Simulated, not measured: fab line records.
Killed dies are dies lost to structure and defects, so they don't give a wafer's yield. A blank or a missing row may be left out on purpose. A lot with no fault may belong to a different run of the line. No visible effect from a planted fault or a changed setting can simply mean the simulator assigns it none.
Split-lot study	flow n5_finfet	21 wafers read across 7 lots, on a route 1938 steps long

## ABOUT THE SPLIT
At N5_BEOL_M7_COAT_63 (time 60 s, resist thk 60 nm), the setting spin_rpm was moved away from the recipe's 1500 rpm on 10 of the 21 wafers read, by -8.9% to +10.4%. The other wafers ran this setting at the recipe's value.

## FROM THE SPLIT TO THE READING: what the file shows between them, 7 steps
- N5_BEOL_M7_COAT_64: time 60 s, resist thk 12 nm
- N5_BEOL_M7_COAT_71: time 60 s, resist thk 5 nm
- N5_BEOL_M7_ETCH_72: etches underlayer in N2/H2, target depth 6.5 nm, time 5.2 s
- N5_BEOL_M7_ETCH_65: etches SiARC in CF4, target depth 15.6 nm, time 26 s
- N5_BEOL_M7_ETCH_66: etches SOC in N2/H2, target depth 80 nm, overetch 16 nm, time 120 s
- N5_BEOL_M7_STRIP_69: strips in N2/H2
- N5_BEOL_M7_STRIP_73: strips in N2/H2

## THE READING
SOC_of_BEOL_M7_COAT_63.thk_nm (the simulator's own value, which no gauge read), in nm, at N5_BEOL_M7_VIA_ETCH_34 (etches SiCOH lowk in C4F6/O2, target depth 125.5 nm, time 50.5 s). No usual value for it is given in the file. Across the 11 wafers here that went through the recipe, the average is 54.0 nm and the standard deviation 0.2 nm.

wafer	tool, chamber at the split	spin_rpm as run, rpm	against the recipe	SOC_of_BEOL_M7_COAT_63.thk_nm, nm	against lot-mates on the recipe
L074.1	litho_track-01, 0	1419	-5.4%	56	+1.8
L074.4	litho_track-01, 0	1419	-5.4%	56	+1.8
L074.2	litho_track-01, 0	1500	recipe	54.2	-
L075.2	litho_track-04, 0	1500	recipe	54	-
L075.4	litho_track-04, 0	1628	+8.5%	51.8	-2.3
L075.6	litho_track-04, 0	1500	recipe	54.2	-
L082.2	litho_track-02, 0	1500	recipe	54.2	-
L082.3	litho_track-02, 0	1380	-8.0%	56.4	+2.2
L082.4	litho_track-02, 0	1380	-8.0%	56.4	+2.2
L085.2	litho_track-01, 0	1500	recipe	53.6	-
L085.4	litho_track-01, 0	1437	-4.2%	55	+1.3
L085.5	litho_track-01, 0	1500	recipe	53.8	-
L088.2	litho_track-02, 0	1500	recipe	54.2	-
L088.4	litho_track-02, 0	1500	recipe	54	-
L088.6	litho_track-02, 0	1500	recipe	54	-
L091.1	litho_track-01, 0	1500	recipe	54.2	-
L091.2	litho_track-01, 0	1656	+10.4%	51	-3.2
L091.6	litho_track-01, 0	1656	+10.4%	50.8	-3.4
L097.2	litho_track-01, 0	1500	recipe	53.8	-
L097.4	litho_track-01, 0	1366	-8.9%	57	+3.2
L097.5	litho_track-01, 0	1366	-8.9%	56.8	+3.0

FIT RESULTS
A straight line over all 21 wafers: SOC_of_BEOL_M7_COAT_63.thk_nm changes by -0.303 nm for each +1% of spin_rpm; r = -0.99; the points scatter about the line by 0.22 nm.
The same after taking each lot's own level away (the mean of its wafers on the recipe; 21 wafers): -0.311 nm for each +1%; r = -0.99; scatter 0.18 nm.
The reading moves by 3.2 nm for the largest change in spin_rpm, on that fit.
The span of the lots' own levels, 53.70 to 54.20 nm, comes to 2.5 times the standard deviation stated above.
Consequently the slope shifts little with the lot-to-lot level, the two slopes agreeing.
Check: -3.22 nm against its lot-mates is what the line predicts for one of the wafers moved furthest among these (+10.4%) when that wafer is left out of the fit. Against them it came out at -3.2 nm.

## THE WHOLE CHAIN: every reading that the file lists as answering this split, in the file's order
step	what it does	reading	change (the file's fit)	r (the file's)
N5_BEOL_M7_COAT_63	time 60 s, resist thk 60 nm	SOC_of_BEOL_M7_COAT_63.thk_nm (the simulator's own value, which no gauge read)	-0.292 nm for each +1% of the setting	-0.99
N5_BEOL_M7_ETCH_66	etches SOC in N2/H2, target depth 80 nm, overetch 16 nm, time 120 s	etch.depth_nm (the simulator's own value, which no gauge read)	-0.292 nm for each +1% of the setting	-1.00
N5_BEOL_M7_VIA_ETCH_34	etches SiCOH lowk in C4F6/O2, target depth 125.5 nm, time 50.5 s	SOC_of_BEOL_M7_COAT_63.thk_nm (the simulator's own value, which no gauge read)	-0.308 nm for each +1% of the setting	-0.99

## THE FILE'S OWN FIT
SOC_of_BEOL_M7_COAT_63.thk_nm changes by -0.308 nm for each +1% of spin_rpm, r = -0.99.
